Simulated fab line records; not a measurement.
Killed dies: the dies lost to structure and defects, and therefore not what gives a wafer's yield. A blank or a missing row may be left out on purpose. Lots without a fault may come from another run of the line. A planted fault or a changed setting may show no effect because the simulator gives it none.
The same fault as seen by 2 desks :: flow n5Finfet :: only its own numbers are on each desk; what lay behind them is given at the end

== AT THE METROLOGY DESK ==
What the gauges read, lot by lot, whatever tool the lot ran on: means of the sampled wafers that have a number. If a lot's mean is further than 4 standard deviations from the usual mean, the lot is out of limits and carries the mark OUT (the distance appears in the brackets).
Columns: A = cdNm at N5_BEOL_M9_CD_MEAS_18, usual 69.9 nm; B = cdNm at N5_BEOL_M9_CD_MEAS_28, usual 70.13 nm
lot: L323
first seen here: day 9 18:54
A: 70.4
B: 70.17

lot: L325
first seen here: day 10 15:05
A: 69.4
B: 70.29

lot: L329
first seen here: day 11 01:25
A: 69.1
B: 70.06

lot: L328
first seen here: day 11 02:31
A: 69.9
B: 70.08

lot: L327
first seen here: day 11 09:03
A: 70.7
B: 70.00

lot: L334
first seen here: day 12 23:11
A: 70.1
B: 70.17

lot: L335
first seen here: day 13 10:01
A: 69.6
B: 70.34

lot: L339
first seen here: day 13 17:19
A: 70.3
B: 69.88

lot: L337
first seen here: day 13 19:53
A: 69.5
B: 70.14

lot: L342
first seen here: day 14 02:17
A: 70.2
B: 70.23

lot: L343
first seen here: day 14 20:20
A: 69.2
B: 70.13
Finding of this desk: none of the 11 lots has anything out of limits.

== AT THE TOOL OWNER'S DESK: pvdSputter-01 ==
The tool's own readings at N5_BEOL_M9_HM_DEP_02 (deposits TiN, target thk 20 nm): means of the sampled wafers that have a number, for each lot that ran on this tool. If a lot's mean is further than 4 standard deviations from the usual mean, the lot is out of limits and carries the mark OUT (the distance appears in the brackets).
Columns: A = throttleValvePct at N5_BEOL_M9_HM_DEP_02, usual 30.6 %
lot: L323
first seen here: day 9 17:34
A: 31.2

lot: L328
first seen here: day 11 01:29
A: 31.5

lot: L327
first seen here: day 11 07:43
A: 31.4

lot: L335
first seen here: day 13 08:59
A: 30.5

lot: L339
first seen here: day 13 16:24
A: 30.1

lot: L337
first seen here: day 13 18:55
A: 30.6

lot: L342
first seen here: day 14 01:14
A: 30.4
Finding of this desk: none of the 7 lots has anything out of limits.

== PUT TOGETHER ==
Nothing out of limits was seen by the metrology desk.
The desk of the tool owner found nothing out of limits.

== WHAT THE SIMULATOR PUT IN ==
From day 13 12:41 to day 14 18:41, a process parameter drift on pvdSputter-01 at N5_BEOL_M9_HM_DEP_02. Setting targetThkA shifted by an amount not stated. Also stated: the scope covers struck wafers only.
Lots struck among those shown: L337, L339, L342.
